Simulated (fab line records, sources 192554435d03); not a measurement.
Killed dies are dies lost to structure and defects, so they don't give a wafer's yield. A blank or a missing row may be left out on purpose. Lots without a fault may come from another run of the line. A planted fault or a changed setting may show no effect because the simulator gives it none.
Which tool did it? | flow n5_finfet | 24 lots, 72 wafers sampled, at 6 steps of a route of 1938

WHAT THE GAUGES READ, wafer by wafer
N5_GATE_CUT_INSPECT_26: inspects for defects (darkfield). Usual: raw_defect_count 45, standard deviation 18.
lot  | measured     | on                | raw_defect_count | flag
L074 | day 4 18:56  | defect_inspect-01 | 58 34 29         |
L075 | day 5 03:19  | defect_inspect-01 | 52 39 50         |
L076 | day 5 07:48  | defect_inspect-01 | 43 16 64         |
L077 | day 5 10:25  | defect_inspect-01 | 29 12 31         |
L078 | day 5 16:23  | defect_inspect-01 | 120 29 45        |
L079 | day 5 23:01  | defect_inspect-02 | 57 32 51         |
L080 | day 6 02:20  | defect_inspect-02 | 38 42 55         |
L081 | day 6 14:17  | defect_inspect-01 | 72 46 59         |
L082 | day 6 17:10  | defect_inspect-02 | 73 88 84         |
L083 | day 7 01:27  | defect_inspect-02 | 33 45 37         |
L084 | day 7 05:46  | defect_inspect-01 | 37 44 29         |
L085 | day 7 17:21  | defect_inspect-02 | 26 27 72         |
L086 | day 7 19:22  | defect_inspect-02 | 28 43 55         |
L087 | day 8 02:03  | defect_inspect-01 | 45 54 33         |
L088 | day 8 02:49  | defect_inspect-02 | 56 39 52         |
L089 | day 8 10:25  | defect_inspect-02 | 23 39 52         |
L090 | day 8 12:55  | defect_inspect-02 | 33 49 24         |
L091 | day 8 21:34  | defect_inspect-01 | 23 22 13         |
L092 | day 9 00:45  | defect_inspect-01 | 38 28 24         |
L093 | day 9 08:22  | defect_inspect-02 | 43 67 58         |
L094 | day 9 15:28  | defect_inspect-01 | 73 51 60         |
L095 | day 9 21:22  | defect_inspect-02 | 23 83 40         |
L096 | day 10 00:17 | defect_inspect-01 | 17 25 53         |
L097 | day 10 07:55 | defect_inspect-02 | 42 42 45         |

N5_BEOL_M0_SAQP_OVL_MEAS_15. Usual: M0_CORE_OVL 0.0 nm, standard deviation 0.73.
lot  | measured     | on         | M0_CORE_OVL (nm) | flag
L074 | day 5 15:20  | overlay-02 | 0.5 0.1 0.0      |
L075 | day 5 22:10  | overlay-02 | 1.2 2.3 1.0      |
L076 | day 6 03:07  | overlay-02 | 0.3 0.4 0.5      |
L077 | day 6 06:42  | overlay-02 | 1.0 1.1 1.3      |
L078 | day 6 10:48  | overlay-01 | -1.1 -0.7 -0.3   |
L079 | day 6 19:22  | overlay-01 | 0.3 1.2 0.4      |
L080 | day 6 21:19  | overlay-01 | -0.1 -0.1 0.0    |
L081 | day 7 12:53  | overlay-02 | 0.1 0.7 0.3      |
L082 | day 7 16:30  | overlay-01 | 1.2 -0.4 0.7     |
L083 | day 7 22:22  | overlay-01 | 0.7 -0.5 0.5     |
L084 | day 8 00:38  | overlay-01 | 0.0 -0.4 -0.3    |
L085 | day 8 16:12  | overlay-01 | -0.4 -1.0 1.0    |
L086 | day 8 13:13  | overlay-02 | -0.4 0.5 0.2     |
L087 | day 8 21:28  | overlay-02 | -0.1 0.0 0.1     |
L088 | day 9 00:49  | overlay-02 | 0.1 -0.4 0.1     |
L089 | day 9 09:11  | overlay-02 | -0.6 -0.1 -0.6   |
L090 | day 9 09:52  | overlay-01 | -0.2 -0.6 -0.6   |
L091 | day 9 15:02  | overlay-02 | -0.2 -0.1 -1.2   |
L092 | day 9 20:10  | overlay-01 | -1.2 -0.7 -0.9   |
L093 | day 10 04:37 | overlay-02 | -0.8 0.1 -0.5    |
L094 | day 10 10:21 | overlay-01 | 0.2 -0.1 0.8     |
L095 | day 10 14:30 | overlay-01 | -1.1 -0.2 -1.2   |
L096 | day 10 18:51 | overlay-01 | -0.4 0.3 -1.2    |
L097 | day 11 02:34 | overlay-01 | 0.7 0.6 0.8      |

WHICH TOOL RAN EACH LOT (tool, then ch and the chambers of the sampled wafers, then the start)
lot  | N5_MOL_CONTACT_COAG_ANNEAL_113   | N5_MOL_CONTACT_COAG_CMP_28    | N5_MOL_CONTACT_COAG_ETCHBACK_134   | N5_MOL_CONTACT_COAG_STRIP_72
L074 | rtp_anneal-02 ch 0, day 4 22:22  | cmp-04 ch 0,2,3, day 5 05:13  | rie_diel-04 ch 0,1,2, day 5 09:17  | rie_diel-04 ch 0,1,2, day 5 09:34
L075 | rtp_anneal-01 ch 0, day 5 07:07  | cmp-02 ch 0,1,2, day 5 10:46  | rie_diel-04 ch 0,2,3, day 5 14:29  | rie_diel-04 ch 0,2,3, day 5 14:46
L076 | rtp_anneal-01 ch 0, day 5 12:38  | cmp-04 ch 1,2, day 5 16:53    | rie_diel-04 ch 0,1,2, day 5 20:17  | rie_diel-04 ch 0,1,2, day 5 20:34
L077 | rtp_anneal-01 ch 0, day 5 15:45  | cmp-02 ch 0,2,3, day 5 20:46  | rie_diel-04 ch 0,3, day 5 23:58    | rie_diel-04 ch 0,3, day 6 00:14
L078 | rtp_anneal-02 ch 0, day 5 22:08  | cmp-02 ch 1,2, day 6 02:02    | rie_diel-04 ch 0,3, day 6 04:59    | rie_diel-04 ch 0,3, day 6 05:16
L079 | rtp_anneal-02 ch 0, day 6 03:41  | cmp-04 ch 0,2,3, day 6 08:36  | rie_diel-02 ch 1,3, day 6 11:47    | rie_diel-02 ch 1,3, day 6 12:04
L080 | rtp_anneal-02 ch 0, day 6 06:46  | cmp-01 ch 0,1, day 6 11:35    | rie_diel-05 ch 0,1,3, day 6 15:33  | rie_diel-05 ch 0,1,3, day 6 15:50
L081 | rtp_anneal-02 ch 0, day 6 20:15  | cmp-01 ch 0,1,2, day 7 03:29  | rie_diel-05 ch 1,2,3, day 7 06:43  | rie_diel-05 ch 1,2,3, day 7 06:59
L082 | rtp_anneal-01 ch 0, day 6 20:46  | cmp-02 ch 1,2,3, day 7 03:40  | rie_diel-02 ch 1,3, day 7 06:52    | rie_diel-02 ch 1,3, day 7 07:08
L083 | rtp_anneal-02 ch 0, day 7 05:08  | cmp-04 ch 0,1,3, day 7 10:59  | rie_diel-04 ch 0,2, day 7 14:48    | rie_diel-04 ch 0,2, day 7 15:05
L084 | rtp_anneal-01 ch 0, day 7 10:04  | cmp-01 ch 0,1,2, day 7 14:38  | rie_diel-04 ch 0,2,3, day 7 18:19  | rie_diel-04 ch 0,2,3, day 7 18:35
L085 | rtp_anneal-01 ch 0, day 7 23:22  | cmp-01 ch 0,2,3, day 8 03:28  | rie_diel-05 ch 0,1, day 8 07:37    | rie_diel-05 ch 0,1, day 8 07:54
L086 | rtp_anneal-02 ch 0, day 7 22:47  | cmp-04 ch 0,1,2, day 8 03:10  | rie_diel-04 ch 0,2,3, day 8 06:46  | rie_diel-04 ch 0,2,3, day 8 07:03
L087 | rtp_anneal-01 ch 0, day 8 07:05  | cmp-01 ch 2,3, day 8 11:41    | rie_diel-04 ch 1,2, day 8 15:24    | rie_diel-04 ch 1,2, day 8 15:41
L088 | rtp_anneal-02 ch 0, day 8 07:41  | cmp-04 ch 1,2,3, day 8 13:29  | rie_diel-02 ch 0,2,3, day 8 16:43  | rie_diel-02 ch 0,2,3, day 8 16:59
L089 | rtp_anneal-01 ch 0, day 8 14:29  | cmp-01 ch 2,3, day 8 18:45    | rie_diel-04 ch 1,2,3, day 9 00:43  | rie_diel-04 ch 1,2,3, day 9 01:00
L090 | rtp_anneal-01 ch 0, day 8 17:10  | cmp-02 ch 1,3, day 9 00:01    | rie_diel-02 ch 0,1,3, day 9 03:30  | rie_diel-02 ch 0,1,3, day 9 03:47
L091 | rtp_anneal-02 ch 0, day 9 01:19  | cmp-04 ch 0,2, day 9 05:32    | rie_diel-04 ch 0,1,3, day 9 08:26  | rie_diel-04 ch 0,1,3, day 9 08:43
L092 | rtp_anneal-02 ch 0, day 9 04:23  | cmp-01 ch 0,1,2, day 9 10:56  | rie_diel-04 ch 0,1,2, day 9 14:35  | rie_diel-04 ch 0,1,2, day 9 14:52
L093 | rtp_anneal-01 ch 0, day 9 13:01  | cmp-01 ch 0,3, day 9 18:56    | rie_diel-05 ch 0,1,2, day 9 22:34  | rie_diel-05 ch 0,1,2, day 9 22:50
L094 | rtp_anneal-01 ch 0, day 9 18:59  | cmp-02 ch 0,1,2, day 10 00:47 | rie_diel-02 ch 1,2,3, day 10 03:57 | rie_diel-02 ch 1,2,3, day 10 04:14
L095 | rtp_anneal-02 ch 0, day 10 01:04 | cmp-04 ch 1,2, day 10 05:13   | rie_diel-04 ch 1,2, day 10 08:23   | rie_diel-04 ch 1,2, day 10 08:40
L096 | rtp_anneal-01 ch 0, day 10 04:14 | cmp-04 ch 0,2,3, day 10 08:52 | rie_diel-05 ch 0,1,2, day 10 12:50 | rie_diel-05 ch 0,1,2, day 10 13:07
L097 | rtp_anneal-02 ch 0, day 10 11:34 | cmp-01 ch 0,2, day 10 16:17   | rie_diel-04 ch 0,1, day 10 19:31   | rie_diel-04 ch 0,1, day 10 19:47
- N5_MOL_CONTACT_COAG_ANNEAL_113: time 300 s.
- N5_MOL_CONTACT_COAG_CMP_28: polishes, stops on SiNx, t overpolish 0.85 s, target thk 14.522 nm.
- N5_MOL_CONTACT_COAG_ETCHBACK_134: etches SiO2 in CHF3, target depth 10 nm, time 6.7 s.
- N5_MOL_CONTACT_COAG_STRIP_72: strips in N2/H2.

WHAT THE TOOLS THEMSELVES READ (means of the sampled wafers that have a number; where no wafer has one, the mark that the record gives instead)
N5_MOL_CONTACT_COAG_ANNEAL_113. Usual: lamp_power_pct 3.174 %, standard deviation 0.0057; wafer_temp_C_max 402.3, standard deviation 0.69.
lot  | tool          | lamp_power_pct (%) | wafer_temp_C_max | flag
L074 | rtp_anneal-02 | 3.182              | 403.2            |
L075 | rtp_anneal-01 | 3.175              | 401.9            |
L076 | rtp_anneal-01 | 3.170              | 401.3            |
L077 | rtp_anneal-01 | 3.169              | 402.0            |
L078 | rtp_anneal-02 | 3.182              | 402.6            |
L079 | rtp_anneal-02 | 3.180              | 403.0            |
L080 | rtp_anneal-02 | 3.178              | 402.5            |
L081 | rtp_anneal-02 | 3.177              | 402.2            |
L082 | rtp_anneal-01 | 3.167              | 401.9            |
L083 | rtp_anneal-02 | 3.178              | 402.8            |
L084 | rtp_anneal-01 | 3.170              | 401.7            |
L085 | rtp_anneal-01 | 3.170              | 401.5            |
L086 | rtp_anneal-02 | 3.177              | 402.3            |
L087 | rtp_anneal-01 | 3.170              | 401.8            |
L088 | rtp_anneal-02 | 3.181              | 403.3            |
L089 | rtp_anneal-01 | 3.172              | 401.6            |
L090 | rtp_anneal-01 | 3.168              | 401.8            |
L091 | rtp_anneal-02 | 3.181              | 403.3            |
L092 | rtp_anneal-02 | 3.174              | 402.9            |
L093 | rtp_anneal-01 | 3.167              | 402.0            |
L094 | rtp_anneal-01 | 3.168              | 402.0            |
L095 | rtp_anneal-02 | 3.180              | 402.4            |
L096 | rtp_anneal-01 | 3.166              | 401.8            |
L097 | rtp_anneal-02 | 3.177              | 403.2            |

N5_MOL_CONTACT_COAG_CMP_28. Usual: motor_current_A 12.3 A, standard deviation 1.1; time_to_endpoint_s 5.0 s, standard deviation 2.
lot  | tool   | motor_current_A (A) | time_to_endpoint_s (s) | flag
L074 | cmp-04 | 12.9                | 5.5                    |
L075 | cmp-02 | 12.0                | 4.0                    |
L076 | cmp-04 | 12.9                | 8.0                    |
L077 | cmp-02 | 12.0                | 2.8                    |
L078 | cmp-02 | 12.7                | 7.1                    |
L079 | cmp-04 | 12.5                | 4.6                    |
L080 | cmp-01 | 13.1                | 5.8                    |
L081 | cmp-01 | 12.6                | 5.5                    |
L082 | cmp-02 | 12.3                | 3.9                    |
L083 | cmp-04 | 12.2                | 6.3                    |
L084 | cmp-01 | 12.6                | 8.1                    |
L085 | cmp-01 | 11.5                | 4.7                    |
L086 | cmp-04 | 12.8                | 4.4                    |
L087 | cmp-01 | 10.7                | 7.6                    |
L088 | cmp-04 | 12.7                | 2.7                    |
L089 | cmp-01 | 11.5                | 6.8                    |
L090 | cmp-02 | 12.0                | 4.8                    |
L091 | cmp-04 | 13.0                | 3.3                    |
L092 | cmp-01 | 12.6                | 6.7                    |
L093 | cmp-01 | 11.7                | 5.6                    |
L094 | cmp-02 | 11.6                | 3.1                    |
L095 | cmp-04 | 13.1                | 2.2                    |
L096 | cmp-04 | 12.7                | 3.5                    |
L097 | cmp-01 | 12.0                | 4.1                    |

N5_MOL_CONTACT_COAG_ETCHBACK_134. Usual: CHF3_flow_sccm 50.00 sccm, standard deviation 0.16; drypump_motor_current_A 6.0 A, standard deviation 0.34; oes_product_au 0.80 a.u., standard deviation 0.081; rf_vpp_V 525 V, standard deviation 4.2; showerhead_plenum_p_Torr 2.39 Torr, standard deviation 0.11; throttle_valve_pct 18.62 %, standard deviation 0.16.
lot  | tool        | CHF3_flow_sccm (sccm) | drypump_motor_current_A (A) | oes_product_au (a.u.) | rf_vpp_V (V) | showerhead_plenum_p_Torr (Torr) | throttle_valve_pct (%) | flag
L074 | rie_diel-04 | 50.04                 | 6.2                         | 0.86                  | 523          | 2.38                            | 18.59                  |
L075 | rie_diel-04 | 50.06                 | 6.2                         | 0.86                  | 525          | 2.41                            | 18.59                  |
L076 | rie_diel-04 | 50.07                 | 6.2                         | 0.85                  | 522          | 2.38                            | 18.59                  |
L077 | rie_diel-04 | 50.08                 | 6.3                         | 0.88                  | 525          | 2.47                            | 18.46                  |
L078 | rie_diel-04 | 49.95                 | 6.1                         | 0.81                  | 526          | 2.42                            | 18.51                  |
L079 | rie_diel-02 | 49.92                 | 5.6                         | 0.81                  | 528          | 2.50                            | 18.61                  |
L080 | rie_diel-05 | 50.10                 | 5.7                         | 0.75                  | 526          | 2.38                            | 18.74                  |
L081 | rie_diel-05 | 50.10                 | 5.8                         | 0.81                  | 526          | 2.40                            | 18.78                  |
L082 | rie_diel-02 | 50.08                 | 5.6                         | 0.79                  | 529          | 2.50                            | 18.62                  |
L083 | rie_diel-04 | 49.83                 | 6.3                         | 0.90                  | 524          | 2.45                            | 18.56                  |
L084 | rie_diel-04 | 49.96                 | 6.1                         | 0.84                  | 524          | 2.40                            | 18.61                  |
L085 | rie_diel-05 | 49.88                 | 5.5                         | 0.76                  | 528          | 2.37                            | 18.63                  |
L086 | rie_diel-04 | 50.10                 | 6.1                         | 0.84                  | 525          | 2.40                            | 18.62                  |
L087 | rie_diel-04 | 49.85                 | 6.1                         | 0.82                  | 522          | 2.30                            | 18.77                  |
L088 | rie_diel-02 | 49.98                 | 5.9                         | 0.75                  | 526          | 2.43                            | 18.60                  |
L089 | rie_diel-04 | 50.07                 | 6.1                         | 0.77                  | 523          | 2.31                            | 18.69                  |
L090 | rie_diel-02 | 49.95                 | 5.5                         | 0.79                  | 526          | 2.49                            | 18.55                  |
L091 | rie_diel-04 | 50.01                 | 6.2                         | 0.77                  | 523          | 2.38                            | 18.56                  |
L092 | rie_diel-04 | 50.07                 | 6.2                         | 0.81                  | 521          | 2.37                            | 18.65                  |
L093 | rie_diel-05 | 49.95                 | 5.6                         | 0.80                  | 528          | 2.40                            | 18.68                  |
L094 | rie_diel-02 | 50.08                 | 5.9                         | 0.83                  | 529          | 2.43                            | 18.57                  |
L095 | rie_diel-04 | 49.93                 | 6.1                         | 0.79                  | 522          | 2.29                            | 18.79                  |
L096 | rie_diel-05 | 50.06                 | 5.6                         | 0.80                  | 529          | 2.40                            | 18.69                  |
L097 | rie_diel-04 | 50.11                 | 6.3                         | 0.81                  | 521          | 2.42                            | 18.53                  |

N5_MOL_CONTACT_COAG_STRIP_72. Usual: drypump_motor_current_A 6.0 A, standard deviation 0.34; oes_product_au 0.80 a.u., standard deviation 0.08; rf_vpp_V 59.4 V, standard deviation 2.1; showerhead_plenum_p_Torr 2.55 Torr, standard deviation 0.12; throttle_valve_pct 23.57 %, standard deviation 0.19.
lot  | tool        | drypump_motor_current_A (A) | oes_product_au (a.u.) | rf_vpp_V (V) | showerhead_plenum_p_Torr (Torr) | throttle_valve_pct (%) | flag
L074 | rie_diel-04 | 6.2                         | 0.87                  | 59.8         | 2.53                            | 23.52                  |
L075 | rie_diel-04 | 6.2                         | 0.86                  | 60.4         | 2.57                            | 23.58                  |
L076 | rie_diel-04 | 6.2                         | 0.86                  | 58.6         | 2.53                            | 23.52                  |
L077 | rie_diel-04 | 6.3                         | 0.86                  | 60.4         | 2.64                            | 23.47                  |
L078 | rie_diel-04 | 6.1                         | 0.81                  | 59.5         | 2.58                            | 23.51                  |
L079 | rie_diel-02 | 5.6                         | 0.80                  | 60.1         | 2.67                            | 23.51                  |
L080 | rie_diel-05 | 5.8                         | 0.74                  | 61.4         | 2.54                            | 23.71                  |
L081 | rie_diel-05 | 5.8                         | 0.82                  | 59.3         | 2.56                            | 23.75                  |
L082 | rie_diel-02 | 5.6                         | 0.79                  | 58.3         | 2.67                            | 23.51                  |
L083 | rie_diel-04 | 6.3                         | 0.88                  | 59.6         | 2.62                            | 23.56                  |
L084 | rie_diel-04 | 6.1                         | 0.83                  | 62.3         | 2.56                            | 23.61                  |
L085 | rie_diel-05 | 5.5                         | 0.75                  | 59.8         | 2.54                            | 23.55                  |
L086 | rie_diel-04 | 6.2                         | 0.85                  | 58.3         | 2.56                            | 23.61                  |
L087 | rie_diel-04 | 6.1                         | 0.81                  | 59.2         | 2.45                            | 23.69                  |
L088 | rie_diel-02 | 5.9                         | 0.75                  | 62.1         | 2.61                            | 23.68                  |
L089 | rie_diel-04 | 6.1                         | 0.78                  | 59.1         | 2.46                            | 23.61                  |
L090 | rie_diel-02 | 5.6                         | 0.79                  | 61.2         | 2.66                            | 23.52                  |
L091 | rie_diel-04 | 6.2                         | 0.77                  | 59.0         | 2.53                            | 23.47                  |
L092 | rie_diel-04 | 6.2                         | 0.82                  | 58.6         | 2.52                            | 23.59                  |
L093 | rie_diel-05 | 5.6                         | 0.79                  | 58.5         | 2.56                            | 23.57                  |
L094 | rie_diel-02 | 5.9                         | 0.83                  | 58.9         | 2.60                            | 23.57                  |
L095 | rie_diel-04 | 6.1                         | 0.80                  | 57.5         | 2.45                            | 23.70                  |
L096 | rie_diel-05 | 5.6                         | 0.78                  | 59.6         | 2.55                            | 23.58                  |
L097 | rie_diel-04 | 6.3                         | 0.81                  | 59.8         | 2.58                            | 23.46                  |

THE ANSWER, worked out from the rows above alone
Rule: a lot is off if the mean of its wafers that have a number lies more than 3 standard deviations from the usual mean. A lot without any number at a reading at which 4 lots or more have one is off too. The other lots that the step has rows for count as sound. The gauges are gone through in route order, then the tools' own readings, and for those a lot's mean is taken as printed above. The first step at which some lot is off is used, and at that step the reading that is off furthest; a lot without a number counts as furthest.
No lot is off at any reading shown: from this, nothing can be told.

WHAT THE SIMULATOR HAD PUT IN
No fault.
